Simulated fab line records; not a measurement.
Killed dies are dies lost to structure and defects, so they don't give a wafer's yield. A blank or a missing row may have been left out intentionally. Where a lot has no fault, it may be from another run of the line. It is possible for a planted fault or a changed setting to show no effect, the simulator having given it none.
fab line records	flow nandHarc
record lots=24	wafers=72	lastDay=25
route steps=1159 shown P_BONDPAD@370 A_ONON_D1@449 A_CHANNEL_HOLE_D1@475
lots that met no fault: from a run of the same line without faults
startH: the number of hours between the record's first day and the start of the first shown wafer of the lot	waitH: hours since the lot's step before	" identical to the entry in the row above	L1.1+2: one row covering several wafers at once	- no value present, or no start provided	* or withheld: withheld	< > ~ a bound
route shown NAME@n: NAME is a module with steps in the file, n the number in the route of the first one	usual: mean and standard deviation over wafers with no fault	same: alike in all rows	chamber/n: place in a boat	sites: per-site readings	_std_site: standard deviation of those values	_edge_site: outer sites' mean less inner sites'	radiusMm: for every site, how far away it sits from the centre of the wafer	mask NAME#n: copy n	behind: the most recent tool/chamber to have shaped the wafer	hold: cause of the lot's hold/its duration in hours/its outcome	device: which transistor (n, p or np) failed to switch	end of line: tests run on the same wafers once the route is complete	a step with no rows: only its recipe	killed: dies that structure and defects cost at the first sort, which is not the same as the wafer's yield	map: per-die view of a wafer (x killed, . not killed, _ where there is no die)
set.NAME: the setting as run; set.NAME@STEP: as run at that earlier step	model.NAME: the simulator's own value behind a step, which no gauge read
one table for each step of the route and one row for each wafer, over a sample of lots
services: from which hour (startH, from the record's first day; less than 0 if before it) a tool's chamber was out of use, for how many hours, and why
## steps
# step NHARC_P_BONDPAD_CD_MEAS_13
# usual cdNm=499.4/2.2
lot.wafer	tool	chamber	startH	waitH	cdNm
L074.3	cdSem-02	-	132.80	-	499.5
L074.4	"	-	"	"	499.0
L074.5	"	-	"	"	499.9
L075.1	cdSem-03	-	143.98	-	497.0
L075.4	"	-	"	"	499.7
L075.5	"	-	"	"	496.3
L076.2	cdSem-03	-	145.21	-	500.6
L076.4	"	-	"	"	497.8
L076.6	"	-	"	"	499.3
L077.1	cdSem-03	-	145.51	-	500.0
L077.2	"	-	"	"	497.3
L077.6	"	-	"	"	499.4
L079.1	cdSem-01	-	156.09	-	499.3
L079.2	"	-	"	"	501.5
L079.5	"	-	"	"	505.8
L078.3	cdSem-02	-	157.23	-	498.9
L078.4	"	-	"	"	500.4
L078.6	"	-	"	"	497.6
L080.3	cdSem-01	-	163.93	-	497.0
L080.4	"	-	"	"	497.9
L080.5	"	-	"	"	499.4
L081.4	cdSem-01	-	164.63	-	498.1
L081.5	"	-	"	"	497.5
L081.6	"	-	"	"	495.6
L082.1	cdSem-02	-	177.64	-	502.3
L082.2	"	-	"	"	498.2
L082.4	"	-	"	"	499.4
L083.2	cdSem-01	-	178.68	-	498.5
L083.3	"	-	"	"	495.5
L083.5	"	-	"	"	497.3
L084.1	cdSem-03	-	193.37	-	502.7
L084.4	"	-	"	"	499.9
L084.5	"	-	"	"	500.5
L085.1	cdSem-03	-	194.66	-	503.1
L085.2	"	-	"	"	501.8
L085.4	"	-	"	"	503.0
L086.1	cdSem-01	-	207.51	-	498.9
L086.2	"	-	"	"	497.8
L086.4	"	-	"	"	499.6
L087.2	cdSem-03	-	208.31	-	504.3
L087.4	"	-	"	"	503.6
L087.5	"	-	"	"	502.3
L088.2	cdSem-01	-	214.23	-	501.6
L088.4	"	-	"	"	498.7
L088.5	"	-	"	"	499.8
L089.1	cdSem-02	-	219.28	-	499.3
L089.3	"	-	"	"	500.5
L089.4	"	-	"	"	500.7
L090.1	cdSem-01	-	219.33	-	494.0
L090.3	"	-	"	"	497.3
L090.6	"	-	"	"	496.9
L091.2	cdSem-03	-	228.18	-	500.8
L091.3	"	-	"	"	505.1
L091.4	"	-	"	"	500.4
L092.3	cdSem-03	-	229.01	-	497.4
L092.4	"	-	"	"	501.1
L092.6	"	-	"	"	497.7
L093.1	cdSem-03	-	239.61	-	498.7
L093.3	"	-	"	"	498.6
L093.6	"	-	"	"	498.3
L094.2	cdSem-03	-	241.49	-	501.2
L094.3	"	-	"	"	501.7
L094.4	"	-	"	"	497.7
L095.1	cdSem-03	-	252.81	-	502.0
L095.2	"	-	"	"	500.5
L095.4	"	-	"	"	498.0
L097.1	cdSem-03	-	262.22	-	499.5
L097.4	"	-	"	"	497.4
L097.6	"	-	"	"	501.4
L096.1	cdSem-03	-	267.11	-	500.8
L096.3	"	-	"	"	501.5
L096.5	"	-	"	"	498.8
# step NHARC_P_BONDPAD_STRIP_15
# recipe o2FlowSccm=500	arFlowSccm=0	biasW=0	chemistry=O2
# usual drypumpMotorCurrentA=5.72/0.26	oesProductAu=0.998/0.0099	rfVppV=57.6/0.95	showerheadPlenumPTorr=3.47/0.15	throttleValvePct=17.036/0.0085
lot.wafer	tool	chamber	startH	waitH	drypumpMotorCurrentA	oesProductAu	rfHoursCounterH	rfVppV	showerheadPlenumPTorr	throttleValvePct
L074.4	rieDiel-01	1	132.90	0.1	4.78	0.992	51	57.5	3.32	17.032
L074.3	"	2	"	"	6.21	0.999	64	59.1	3.46	17.036
L074.5	"	3	"	"	5.35	0.992	-	58.3	3.60	17.042
L075.1	rieDiel-07	3	144.08	0.1	5.61	0.983	8	57.3	3.73	17.029
L075.4	"	0	"	"	5.98	0.990	9	55.9	3.39	17.035
L075.5	"	2	"	"	5.82	1.011	-	56.3	3.32	17.036
L076.2	rieDiel-07	1	145.31	0.1	5.72	0.991	6	57.4	3.42	17.032
L076.4	"	2	"	"	5.83	1.007	8	57.4	3.32	17.042
L076.6	"	0	"	"	5.96	1.005	-	58.2	3.39	17.033
L077.1	rieDiel-07	3	145.58	0.1	5.63	0.989	8	58.4	3.73	17.030
L077.2	"	0	"	"	5.96	1.002	9	56.0	3.39	17.037
L077.6	"	3	"	"	5.66	0.996	-	59.1	3.73	17.044
L079.2	rieDiel-07	3	156.17	0.1	5.66	0.997	10	59.4	3.73	17.031
L079.1	"	2	"	"	5.83	1.007	10	56.9	3.32	17.036
L079.5	"	0	"	"	5.96	1.001	-	58.3	3.39	17.041
L078.4	rieDiel-07	0	157.32	0.1	5.97	1.010	11	58.4	3.39	17.036
L078.3	"	1	"	"	5.74	0.980	7	58.3	3.42	17.051
L078.6	"	3	"	"	5.59	0.988	-	56.5	3.73	17.044
L080.4	rieDiel-04	3	164.00	0.1	5.26	1.018	12	55.3	3.40	17.037
L080.3	"	1	"	"	4.98	1.005	18	57.3	3.55	17.029
L080.5	"	0	"	"	5.63	0.989	-	57.8	3.54	17.047
L081.4	rieDiel-07	3	164.74	0.1	5.62	0.994	11	60.1	3.73	17.029
L081.6	"	0	"	"	5.93	0.993	-	56.9	3.39	17.032
L081.5	"	1	"	"	5.72	0.978	-	57.5	3.42	17.045
L082.4	rieDiel-07	1	177.73	0.1	5.78	0.988	9	57.5	3.42	17.034
L082.1	"	2	"	"	5.82	0.998	12	56.9	3.32	17.026
L082.2	"	3	"	"	5.59	1.001	12	57.1	3.73	17.041
L083.3	rieDiel-07	3	178.76	0.1	5.63	0.990	12	58.5	3.73	17.041
L083.2	"	1	"	"	5.72	0.981	9	57.5	3.42	17.046
L083.5	"	3	"	"	5.61	0.990	-	58.1	3.73	17.034
L084.4	rieDiel-07	0	193.48	0.1	5.96	1.003	14	57.2	3.39	17.020
L084.1	"	1	"	"	5.76	0.986	11	56.4	3.42	17.046
L084.5	"	3	"	"	5.63	0.989	-	57.0	3.73	17.052
L085.1	rieDiel-07	2	194.83	0.2	5.82	1.003	14	58.0	3.31	17.034
L085.4	"	3	"	"	5.63	0.991	14	57.7	3.73	17.040
L085.2	"	0	"	"	5.95	0.989	14	56.5	3.39	17.032
L086.1	rieDiel-07	0	207.62	0.1	5.93	1.002	16	56.4	3.39	17.048
L086.2	"	1	"	"	5.71	0.978	13	58.0	3.42	17.042
L086.4	"	2	"	"	5.84	1.001	15	57.8	3.31	17.036
L087.4	rieDiel-07	2	208.38	0.1	5.79	0.995	15	57.2	3.31	17.038
L087.2	"	1	"	"	5.75	0.987	13	58.1	3.42	17.034
L087.5	"	3	"	"	5.62	1.004	-	59.6	3.73	17.034
L088.4	rieDiel-07	1	214.30	0.1	5.75	0.988	13	56.6	3.42	17.032
L088.2	"	2	"	"	5.83	0.996	16	57.5	3.31	17.026
L088.5	"	2	"	"	5.82	1.007	-	56.8	3.31	17.042
L089.3	rieDiel-07	1	219.37	0.1	5.76	0.985	14	57.0	3.42	17.053
L089.4	"	2	"	"	5.84	1.005	16	57.7	3.31	17.024
L089.1	"	3	"	"	5.58	0.989	17	58.4	3.73	17.034
L090.1	rieDiel-01	2	219.42	0.1	6.22	1.004	31	56.6	3.44	17.041
L090.3	"	3	"	"	5.41	1.004	31	55.8	3.58	17.038
L090.6	"	2	"	"	6.22	1.009	-	57.3	3.44	17.044
L091.2	rieDiel-04	2	228.27	0.1	5.88	1.007	40	57.7	3.50	17.036
L091.4	"	3	"	"	5.28	0.994	34	57.5	3.39	17.037
L091.3	"	0	"	"	5.62	0.984	37	57.1	3.53	17.037
L092.3	rieDiel-04	1	229.10	0.1	4.94	1.008	41	57.5	3.54	17.034
L092.4	"	2	"	"	5.84	1.018	40	58.4	3.50	17.038
L092.6	"	0	"	"	5.61	0.995	-	58.7	3.53	17.038
L093.3	rieDiel-07	2	239.69	0.1	5.81	0.997	0	57.9	3.31	17.050
L093.1	"	1	"	"	5.75	0.992	0	56.8	3.42	17.022
L093.6	"	3	"	"	5.65	0.990	-	59.5	3.73	17.011
L094.3	rieDiel-07	2	241.58	0.1	5.81	0.997	0	58.8	3.31	17.038
L094.2	"	3	"	"	5.62	1.001	0	58.8	3.73	17.044
L094.4	"	0	"	"	5.95	1.004	0	57.2	3.39	17.039
L095.4	rieDiel-07	0	252.88	0.1	5.94	1.000	2	58.9	3.39	17.032
L095.1	"	1	"	"	5.73	0.994	2	57.0	3.42	17.015
L095.2	"	2	"	"	5.82	0.992	2	57.6	3.31	17.044
L097.4	rieDiel-07	3	262.30	0.1	5.60	1.005	2	58.1	3.73	17.038
L097.1	"	0	"	"	5.97	1.013	3	55.7	3.39	17.041
L097.6	"	0	"	"	5.97	1.003	-	57.0	3.38	17.040
L096.1	rieDiel-07	3	267.20	0.1	5.60	1.008	3	59.6	3.72	17.020
L096.3	"	1	"	"	5.74	0.986	3	57.4	3.42	17.048
L096.5	"	3	"	"	5.64	1.000	-	58.9	3.72	17.025
# step NHARC_P_BONDPAD_ANNEAL_28
# recipe tempC=225	timeS=90
# usual wafer_temp_C_max=226.5/0.36
lot.wafer	tool	chamber	startH	waitH	wafer_temp_C_max
L074.3	rtpAnneal-01	0	134.27	0.3	226.6
L074.4	"	0	"	"	226.5
L074.5	"	0	"	"	226.9
L075.1	rtpAnneal-01	0	145.38	-	226.6
L075.4	"	0	"	"	227.1
L075.5	"	0	"	"	226.3
L076.2	rtpAnneal-01	0	146.63	-	226.9
L076.4	"	0	"	"	227.0
L076.6	"	0	"	"	227.0
L077.1	rtpAnneal-02	0	146.87	0.3	225.9
L077.2	"	0	"	"	226.8
L077.6	"	0	"	"	226.6
L079.1	rtpAnneal-02	0	157.46	-	226.0
L079.2	"	0	"	"	225.9
L079.5	"	0	"	"	226.2
L078.3	rtpAnneal-01	0	158.73	0.3	226.8
L078.4	"	0	"	"	227.2
L078.6	"	0	"	"	226.4
L080.3	rtpAnneal-01	0	165.49	-	226.6
L080.4	"	0	"	"	227.2
L080.5	"	0	"	"	226.7
L081.4	rtpAnneal-01	0	166.16	0.4	226.3
L081.5	"	0	"	"	226.6
L081.6	"	0	"	"	226.7
L082.1	rtpAnneal-02	0	179.02	-	226.4
L082.2	"	0	"	"	226.4
L082.4	"	0	"	"	226.1
L083.2	rtpAnneal-02	0	180.17	0.4	226.0
L083.3	"	0	"	"	225.9
L083.5	"	0	"	"	226.7
L084.1	rtpAnneal-01	0	194.75	0.3	226.9
L084.4	"	0	"	"	226.8
L084.5	"	0	"	"	226.9
L085.1	rtpAnneal-01	0	196.26	-	226.9
L085.2	"	0	"	"	226.7
L085.4	"	0	"	"	227.4
L086.1	rtpAnneal-02	0	208.90	0.3	226.1
L086.2	"	0	"	"	226.0
L086.4	"	0	"	"	226.4
L087.2	rtpAnneal-01	0	209.73	0.4	226.6
L087.4	"	0	"	"	226.3
L087.5	"	0	"	"	225.9
L088.2	rtpAnneal-01	0	215.90	-	226.2
L088.4	"	0	"	"	226.6
L088.5	"	0	"	"	226.5
L089.1	rtpAnneal-02	0	220.78	-	226.0
L089.3	"	0	"	"	226.2
L089.4	"	0	"	"	226.1
L090.1	rtpAnneal-01	0	220.89	0.4	226.5
L090.3	"	0	"	"	226.4
L090.6	"	0	"	"	226.5
L091.2	rtpAnneal-02	0	229.60	0.3	226.2
L091.3	"	0	"	"	226.2
L091.4	"	0	"	"	226.2
L092.3	rtpAnneal-02	0	230.47	0.3	226.4
L092.4	"	0	"	"	225.6
L092.6	"	0	"	"	225.9
L093.1	rtpAnneal-02	0	240.97	-	226.3
L093.3	"	0	"	"	226.0
L093.6	"	0	"	"	226.1
L094.2	rtpAnneal-01	0	242.91	0.4	226.6
L094.3	"	0	"	"	227.4
L094.4	"	0	"	"	226.7
L095.1	rtpAnneal-02	0	254.16	-	226.7
L095.2	"	0	"	"	226.3
L095.4	"	0	"	"	226.3
L097.1	rtpAnneal-01	0	263.58	0.3	227.5
L097.4	"	0	"	"	226.7
L097.6	"	0	"	"	226.6
L096.1	rtpAnneal-01	0	268.47	0.3	226.5
L096.3	"	0	"	"	226.4
L096.5	"	0	"	"	226.9
# step NHARC_A_ONON_D1_INSPECT_32
# usual rawDefectCount=74/24
lot.wafer	tool	chamber	startH	waitH	rawDefectCount
L074.3	defectInspect-02	-	173.27	0.0	96
L074.4	"	-	"	"	124
L074.5	"	-	"	"	122
L077.1	defectInspect-02	-	183.35	0.1	60
L077.2	"	-	"	"	55
L077.6	"	-	"	"	35
L075.1	defectInspect-02	-	183.47	0.0	75
L075.4	"	-	"	"	55
L075.5	"	-	"	"	65
L076.2	defectInspect-02	-	183.59	0.0	80
L076.4	"	-	"	"	42
L076.6	"	-	"	"	79
L079.1	defectInspect-02	-	194.82	0.0	82
L079.2	"	-	"	"	80
L079.5	"	-	"	"	69
L078.3	defectInspect-01	-	194.88	0.0	58
L078.4	"	-	"	"	52
L078.6	"	-	"	"	30
L080.3	defectInspect-02	-	202.82	0.0	66
L080.4	"	-	"	"	88
L080.5	"	-	"	"	92
L081.4	defectInspect-02	-	202.98	0.0	90
L081.5	"	-	"	"	59
L081.6	"	-	"	"	74
L082.1	defectInspect-01	-	217.90	0.0	111
L082.2	"	-	"	"	59
L082.4	"	-	"	"	81
L083.2	defectInspect-02	-	218.01	0.0	80
L083.3	"	-	"	"	92
L083.5	"	-	"	"	128
L084.1	defectInspect-01	-	239.86	0.0	92
L084.4	"	-	"	"	112
L084.5	"	-	"	"	76
L085.1	defectInspect-01	-	239.97	0.0	73
L085.2	"	-	"	"	59
L085.4	"	-	"	"	95
L087.2	defectInspect-01	-	251.80	0.0	56
L087.4	"	-	"	"	89
L087.5	"	-	"	"	77
L088.2	defectInspect-01	-	251.95	0.0	56
L088.4	"	-	"	"	84
L088.5	"	-	"	"	91
L086.1	defectInspect-01	-	252.12	0.0	87
L086.2	"	-	"	"	69
L086.4	"	-	"	"	86
L089.1	defectInspect-02	-	259.85	0.0	75
L089.3	"	-	"	"	115
L089.4	"	-	"	"	97
L090.1	defectInspect-02	-	260.10	0.0	55
L090.3	"	-	"	"	56
L090.6	"	-	"	"	70
L092.3	defectInspect-02	-	266.85	0.0	73
L092.4	"	-	"	"	95
L092.6	"	-	"	"	139
L091.2	defectInspect-01	-	266.85	0.0	42
L091.3	"	-	"	"	48
L091.4	"	-	"	"	43
L094.2	defectInspect-01	-	278.09	0.0	46
L094.3	"	-	"	"	39
L094.4	"	-	"	"	69
L093.1	defectInspect-01	-	278.10	0.0	103
L093.3	"	-	"	"	88
L093.6	"	-	"	"	83
L095.1	defectInspect-01	-	293.52	0.0	59
L095.2	"	-	"	"	99
L095.4	"	-	"	"	71
L097.1	defectInspect-02	-	300.44	0.0	89
L097.4	"	-	"	"	67
L097.6	"	-	"	"	78
L096.1	defectInspect-01	-	308.33	0.0	47
L096.3	"	-	"	"	68
L096.5	"	-	"	"	45
# step NHARC_A_CHANNEL_HOLE_D1_ETCH_23
# recipe biasV=5000	sourceW=withheld	pressureMtorr=20	timeS=819	arFlowSccm=375	c4f8FlowSccm=89.3	o2FlowSccm=35.7	tempC=-20	targetDepthA=16000	chemistry=C4F8/O2/Ar
# usual drypumpMotorCurrentA=5.7/0.35	showerheadPlenumPTorr=3.67/0.11	tempC=-19.99/0.11	throttleValvePct=32.155/0.0079
lot.wafer	tool	chamber	startH	waitH	drypumpMotorCurrentA	rfHoursCounterH	showerheadPlenumPTorr	tempC	throttleValvePct
L074.4	harEtch-02	0	179.64	0.5	5.4	-	3.59	-19.96	32.155
L074.3	"	1	"	"	5.8	-	3.78	-20.09	32.149
L074.5	"	0	"	"	5.4	-	3.59	-19.83	32.151
L077.2	harEtch-02	1	189.49	0.5	5.8	98	3.78	-19.87	32.165
L077.1	"	0	"	"	5.5	98	3.59	-19.94	32.151
L077.6	"	0	"	"	5.5	-	3.59	-19.95	32.157
L075.1	harEtch-01	0	190.10	0.5	5.3	210	3.81	-19.97	32.157
L075.4	"	0	"	"	5.3	-	3.81	-20.08	32.146
L075.5	"	1	"	"	6.3	-	3.55	-19.92	32.147
L076.2	harEtch-02	1	193.79	0.5	5.8	102	3.77	-19.93	32.166
L076.4	"	1	"	"	5.8	-	3.77	-20.21	32.153
L076.6	"	1	"	"	5.8	-	3.77	-20.13	32.147
L079.2	harEtch-01	0	201.20	0.5	5.3	215	3.81	-20.04	32.151
L079.1	"	1	"	"	6.2	215	3.55	-19.86	32.146
L079.5	"	1	"	"	6.2	-	3.55	-20.08	32.155
L078.4	harEtch-02	1	202.02	0.5	5.8	-	3.77	-19.91	32.148
L078.3	"	0	"	"	5.4	-	3.59	-20.08	32.166
L078.6	"	0	"	"	5.4	-	3.59	-20.09	32.161
L081.4	harEtch-02	1	209.94	0.5	5.8	-	3.77	-19.95	32.141
L081.5	"	0	"	"	5.5	-	3.59	-19.88	32.159
L081.6	"	1	"	"	5.8	-	3.77	-19.94	32.166
L080.4	harEtch-01	0	210.02	0.5	5.3	-	3.81	-19.84	32.157
L080.3	"	1	"	"	6.2	-	3.55	-20.09	32.165
L080.5	"	1	"	"	6.2	-	3.55	-19.90	32.167
L082.1	harEtch-02	0	223.84	0.5	5.4	117	3.58	-19.86	32.162
L082.2	"	1	"	"	5.8	117	3.77	-20.29	32.154
L082.4	"	0	"	"	5.4	-	3.58	-20.07	32.157
L083.2	harEtch-01	1	224.83	0.5	6.2	228	3.54	-20.08	32.150
L083.3	"	0	"	"	5.3	-	3.80	-20.12	32.159
L083.5	"	1	"	"	6.2	-	3.54	-20.05	32.137
L084.1	harEtch-02	1	245.47	0.5	5.8	122	3.76	-20.07	32.161
L084.4	"	1	"	"	5.8	-	3.76	-20.16	32.158
L084.5	"	0	"	"	5.5	-	3.58	-19.82	32.159
L085.2	harEtch-01	1	245.53	0.5	6.2	233	3.54	-19.90	32.155
L085.1	"	0	"	"	5.3	233	3.80	-19.97	32.168
L085.4	"	0	"	"	5.3	-	3.80	-20.01	32.152
L087.2	harEtch-01	0	257.29	0.5	5.3	239	3.80	-20.02	32.158
L087.4	"	1	"	"	6.2	-	3.54	-20.10	32.151
L087.5	"	0	"	"	5.3	-	3.80	-20.13	32.154
L088.2	harEtch-02	0	257.48	0.5	5.4	129	3.58	-19.93	32.139
L088.4	"	0	"	"	5.4	-	3.58	-19.92	32.151
L088.5	"	1	"	"	5.8	-	3.76	-19.95	32.145
L086.2	harEtch-01	0	261.46	0.5	5.3	243	3.80	-19.89	32.154
L086.1	"	1	"	"	6.2	243	3.54	-20.19	32.145
L086.4	"	1	"	"	6.2	-	3.54	-20.10	32.174
L089.1	harEtch-02	0	267.33	0.5	5.5	134	3.57	-19.99	32.149
L089.4	"	0	"	"	5.4	-	3.57	-20.15	32.158
L089.3	"	1	"	"	5.8	-	3.76	-19.93	32.154
L090.1	harEtch-01	1	269.23	0.5	6.2	248	3.53	-20.03	32.142
L090.3	"	1	"	"	6.2	-	3.53	-19.96	32.161
L090.6	"	1	"	"	6.2	-	3.53	-19.96	32.166
L092.3	harEtch-02	0	273.63	0.5	5.4	-	3.57	-20.03	32.160
L092.4	"	1	"	"	5.8	-	3.75	-19.94	32.147
L092.6	"	1	"	"	5.8	-	3.75	-20.09	32.151
L091.2	harEtch-01	1	273.98	0.5	6.3	252	3.53	-20.08	32.164
L091.3	"	0	"	"	5.3	-	3.79	-20.10	32.165
L091.4	"	1	"	"	6.2	-	3.53	-20.17	32.163
L094.2	harEtch-02	1	283.78	0.5	5.8	144	3.75	-19.99	32.158
L094.3	"	0	"	"	5.4	-	3.57	-19.85	32.162
L094.4	"	1	"	"	5.8	-	3.75	-20.02	32.158
L093.1	harEtch-01	0	284.62	0.5	5.3	257	3.79	-19.98	32.169
L093.3	"	1	"	"	6.2	-	3.53	-19.94	32.139
L093.6	"	1	"	"	6.3	-	3.53	-20.13	32.163
L095.1	harEtch-01	1	299.73	0.5	6.3	263	3.53	-19.93	32.157
L095.2	"	0	"	"	5.3	263	3.78	-20.13	32.145
L095.4	"	1	"	"	6.2	-	3.53	-19.94	32.156
L097.1	harEtch-02	0	306.75	0.5	5.5	152	3.56	-20.05	32.157
L097.4	"	1	"	"	5.8	-	3.75	-19.93	32.156
L097.6	"	0	"	"	5.4	-	3.56	-20.14	32.149
L096.1	harEtch-02	0	314.00	0.5	5.5	156	3.56	-19.93	32.158
L096.3	"	0	"	"	5.5	-	3.56	-19.93	32.158
L096.5	"	0	"	"	5.5	-	3.56	-19.91	32.149
# step NHARC_A_CHANNEL_HOLE_D1_ETCH_26
# recipe biasV=300	sourceW=2000	pressureMtorr=30	timeS=224.1	arFlowSccm=375	c4f8FlowSccm=11.4	o2FlowSccm=113.6	tempC=-20	targetDepthA=3000	chemistry=C4F8/O2/Ar
# usual drypumpMotorCurrentA=5.7/0.35	showerheadPlenumPTorr=3.71/0.12	tempC=-20.00/0.11	throttleValvePct=24.584/0.01
lot.wafer	tool	chamber	startH	waitH	drypumpMotorCurrentA	rfHoursCounterH	showerheadPlenumPTorr	tempC	throttleValvePct
L074.4	harEtch-02	0	181.82	0.5	5.4	-	3.63	-19.96	24.589
L074.3	"	1	"	"	5.7	-	3.83	-19.92	24.594
L074.5	"	0	"	"	5.4	-	3.63	-20.20	24.560
L077.2	harEtch-02	1	191.84	0.7	5.8	100	3.82	-19.91	24.585
L077.1	"	0	"	"	5.5	100	3.63	-19.92	24.595
L077.6	"	0	"	"	5.5	-	3.63	-20.03	24.588
L075.1	harEtch-01	0	192.45	0.7	5.3	212	3.86	-19.96	24.579
L075.4	"	0	"	"	5.3	-	3.86	-19.92	24.585
L075.5	"	1	"	"	6.2	-	3.59	-19.96	24.591
L076.2	harEtch-02	1	196.04	0.6	5.8	104	3.82	-19.94	24.573
L076.4	"	1	"	"	5.8	-	3.82	-20.07	24.583
L076.6	"	1	"	"	5.8	-	3.82	-20.26	24.595
L079.2	harEtch-01	0	203.56	0.7	5.3	218	3.86	-19.96	24.579
L079.1	"	1	"	"	6.2	218	3.59	-19.99	24.601
L079.5	"	1	"	"	6.2	-	3.59	-20.08	24.578
L078.4	harEtch-02	1	204.20	0.5	5.8	-	3.82	-19.89	24.583
L078.3	"	0	"	"	5.5	-	3.63	-19.94	24.577
L078.6	"	0	"	"	5.5	-	3.63	-19.69	24.585
L081.4	harEtch-02	1	212.03	0.4	5.8	-	3.82	-20.09	24.582
L081.5	"	0	"	"	5.4	-	3.62	-19.96	24.581
L081.6	"	1	"	"	5.8	-	3.82	-20.02	24.581
L080.4	harEtch-01	0	212.21	0.5	5.3	-	3.86	-20.02	24.586
L080.3	"	1	"	"	6.2	-	3.58	-20.01	24.593
L080.5	"	1	"	"	6.2	-	3.59	-19.92	24.580
L082.1	harEtch-02	0	226.20	0.7	5.4	119	3.62	-19.92	24.565
L082.2	"	1	"	"	5.7	119	3.81	-20.13	24.583
L082.4	"	0	"	"	5.5	-	3.62	-19.93	24.579
L083.2	harEtch-01	1	227.10	0.6	6.2	230	3.58	-20.03	24.570
L083.3	"	0	"	"	5.3	-	3.85	-19.87	24.583
L083.5	"	1	"	"	6.2	-	3.58	-20.09	24.590
L084.1	harEtch-02	1	247.74	0.6	5.8	124	3.81	-19.98	24.585
L084.4	"	1	"	"	5.8	-	3.81	-19.74	24.583
L084.5	"	0	"	"	5.4	-	3.62	-20.19	24.585
L085.2	harEtch-01	1	247.86	0.7	6.2	235	3.58	-20.19	24.584
L085.1	"	0	"	"	5.3	235	3.85	-19.92	24.583
L085.4	"	0	"	"	5.3	-	3.85	-19.93	24.586
L087.2	harEtch-01	0	259.65	0.7	5.3	241	3.85	-20.00	24.597
L087.4	"	1	"	"	6.2	-	3.57	-20.01	24.590
L087.5	"	0	"	"	5.3	-	3.85	-20.02	24.591
L088.2	harEtch-02	0	259.83	0.7	5.5	131	3.61	-19.92	24.584
L088.4	"	0	"	"	5.5	-	3.61	-19.88	24.598
L088.5	"	1	"	"	5.8	-	3.81	-19.92	24.599
L086.2	harEtch-01	0	263.81	0.7	5.3	245	3.85	-20.18	24.586
L086.1	"	1	"	"	6.2	245	3.57	-20.10	24.585
L086.4	"	1	"	"	6.2	-	3.57	-19.82	24.581
L089.1	harEtch-02	0	269.69	0.7	5.5	137	3.61	-20.27	24.576
L089.4	"	0	"	"	5.4	-	3.61	-20.08	24.573
L089.3	"	1	"	"	5.8	-	3.80	-19.94	24.603
L090.1	harEtch-01	1	271.59	0.7	6.2	250	3.57	-20.11	24.576
L090.3	"	1	"	"	6.2	-	3.57	-20.18	24.567
L090.6	"	1	"	"	6.2	-	3.57	-19.86	24.576
L092.3	harEtch-02	0	275.82	0.5	5.5	-	3.61	-20.00	24.591
L092.4	"	1	"	"	5.8	-	3.80	-19.92	24.605
L092.6	"	1	"	"	5.7	-	3.80	-20.11	24.582
L091.2	harEtch-01	1	276.23	0.6	6.2	254	3.57	-19.98	24.594
L091.3	"	0	"	"	5.3	-	3.84	-20.06	24.586
L091.4	"	1	"	"	6.2	-	3.57	-20.02	24.588
L094.2	harEtch-02	1	286.06	0.6	5.8	146	3.80	-20.03	24.602
L094.3	"	0	"	"	5.4	-	3.61	-20.03	24.570
L094.4	"	1	"	"	5.8	-	3.80	-20.07	24.567
L093.1	harEtch-01	0	286.87	0.6	5.3	259	3.84	-19.98	24.569
L093.3	"	1	"	"	6.2	-	3.56	-19.84	24.600
L093.6	"	1	"	"	6.2	-	3.56	-19.73	24.578
L095.1	harEtch-01	1	302.04	0.7	6.2	265	3.56	-19.88	24.591
L095.2	"	0	"	"	5.3	265	3.83	-19.84	24.585
L095.4	"	1	"	"	6.2	-	3.56	-19.94	24.576
L097.1	harEtch-02	0	309.07	0.7	5.4	154	3.60	-19.95	24.584
L097.4	"	1	"	"	5.8	-	3.79	-19.94	24.586
L097.6	"	0	"	"	5.4	-	3.60	-19.94	24.599
L096.1	harEtch-02	0	316.37	0.7	5.5	158	3.60	-19.92	24.574
L096.3	"	0	"	"	5.5	-	3.60	-19.91	24.584
L096.5	"	0	"	"	5.5	-	3.60	-19.98	24.587
## services
tool	chamber	startH	hours	kind
rieDiel-07	0	109.23	-	clean
rieDiel-07	1	109.23	-	clean
rieDiel-07	2	109.23	-	clean
rieDiel-07	3	109.23	-	clean
rieDiel-04	-	111.91	9.0	pm
rieDiel-07	2	131.40	2.6	repair
rieDiel-07	0	133.75	-	clean
rieDiel-07	1	133.75	-	clean
rieDiel-07	3	133.75	-	clean
rieDiel-01	-	138.80	9.0	pm
rieDiel-04	3	146.38	3.5	repair
rieDiel-01	1	188.14	12.0	repair
rieDiel-07	2	203.94	2.2	repair
rieDiel-01	3	223.43	9.2	repair
rieDiel-07	-	228.23	9.0	pm
rieDiel-01	0	236.14	16.6	repair
rieDiel-04	-	288.94	9.0	pm
rieDiel-07	3	289.43	8.7	repair
rtpAnneal-02	-	300.23	12.0	pm
harEtch-01	-	305.00	17.0	pm
harEtch-01	0	305.00	17.0	ventCycle
harEtch-01	1	305.00	17.0	ventCycle
rieDiel-04	3	308.63	6.8	repair
rieDiel-01	-	315.80	9.0	pm
## key
fault none
